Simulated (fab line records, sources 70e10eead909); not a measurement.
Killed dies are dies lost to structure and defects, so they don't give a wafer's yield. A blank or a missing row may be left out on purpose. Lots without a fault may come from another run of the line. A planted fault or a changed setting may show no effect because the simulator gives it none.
Chamber matching | flow nand_harc | NHARC_A_BONDPAD_DEP_00 on pecvd-04: 3 sister chambers
The step deposits SiCN, target thk 250 nm. 18 wafers are shown with their chamber, then 9 later ones without.

WAFERS WITH THEIR CHAMBER
wafer  | chamber | heater_power_w (W)
L839.1 | 2       | 551
L839.5 | 1       | 451
L839.6 | 2       | 579
L844.1 | 2       | 523
L844.2 | 1       | 455
L844.6 | 2       | 518
L840.1 | 2       | 543
L840.5 | 1       | 451
L840.6 | 2       | 541
L841.1 | 1       | 510
L841.2 | 0       | 602
L841.4 | 2       | 572
L845.2 | 0       | 553
L845.3 | 2       | 576
L845.6 | 0       | 596
L847.1 | 2       | 534
L847.2 | 0       | 581
L847.5 | 1       | 475

SIGNATURES (means of the wafers above)
reading        | chamber 0 | chamber 1 | chamber 2 | scatter within a chamber
heater_power_w | 583.00    | 468.40    | 548.56    | 23.3
Rule: a wafer's distance from a chamber is the root of the sum, over the readings, of the square of ((its reading less the chamber's mean) divided by the reading's scatter). The wafer belongs to the nearest chamber; if the next one is less than 2 further off, it can't be placed. The scatter: the root of (the sum of the squares of (reading less its chamber's mean) over the shown wafers, divided by (wafers less chambers)).

WAFERS WITHOUT THEIR CHAMBER
wafer  | heater_power_w (W)
L849.1 | 642
L849.5 | 620
L849.6 | 498
L848.1 | 542
L848.4 | 563
L848.6 | 502
L858.1 | 460
L858.2 | 469
L858.4 | 485

WHICH CHAMBER EACH WENT THROUGH
wafer  | from the rows above     | in truth
L849.1 | can't be placed: 0 or 2 | 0
L849.5 | can't be placed: 0 or 2 | 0
L849.6 | can't be placed: 1 or 2 | 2
L848.1 | can't be placed: 2 or 0 | 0
L848.4 | can't be placed: 2 or 0 | 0
L848.6 | can't be placed: 1 or 2 | 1
L858.1 | 1                       | 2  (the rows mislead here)
L858.2 | 1                       | 1
L858.4 | 1                       | 1
Placed correctly: 2 of 9. Can't be placed from these rows: 6 (the true chamber is among the candidates in 6). Placed wrongly: 1.
